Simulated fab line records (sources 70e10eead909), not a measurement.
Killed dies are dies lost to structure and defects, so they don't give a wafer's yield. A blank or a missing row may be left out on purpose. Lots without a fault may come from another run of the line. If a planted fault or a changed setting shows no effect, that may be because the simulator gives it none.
Matching of chambers	flow nand harc	NHARC_P_BONDPAD_ACTIVATE_29 on rie diel-11 has 4 sister chambers
The step chemistry N2, time 60 s. 4 wafers are shown with their chamber, then 7 later ones without.

== WAFERS WITH THEIR CHAMBER ==
wafer	chamber	drypump motor current A (A)
L082.6	1	5.1
L087.4	3	5.9
L088.3	0	5.1
L088.4	2	5.1

== WAFERS WITH NO CHAMBER GIVEN ==
wafer	drypump motor current A (A)
L088.6	5.1
L090.1	5.9
L090.5	5.1
L090.6	5.9
L095.1	5.2
L095.2	5.1
L095.3	5.1

== WHICH CHAMBER EACH ONE RAN IN ==
wafer	from the rows above	in truth
L088.6	can't be placed: 0 or 1 or 2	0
L090.1	3	3
L090.5	can't be placed: 0 or 1 or 2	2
L090.6	3	3
L095.1	can't be placed: 0 or 1 or 2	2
L095.2	can't be placed: 0 or 1 or 2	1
L095.3	can't be placed: 0 or 1 or 2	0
2 of 7 placed correctly. Not placeable from these rows: 5 (in 5, the candidates include the true chamber). Placed wrongly: 0.
How it was worked out, from the rows above alone: a wafer's distance from a chamber is the root of the sum, over the readings, of the square of ((its reading less the chamber's mean) divided by the reading's scatter). The wafer belongs to the nearest chamber; if the next one is less than 2 further off, it can't be placed. For every chamber, the mean is computed from those of its wafers that are shown. The scatter (one wafer shown for each chamber): square how far every hidden wafer sits from the nearest shown wafer, average those squares and take the square root.
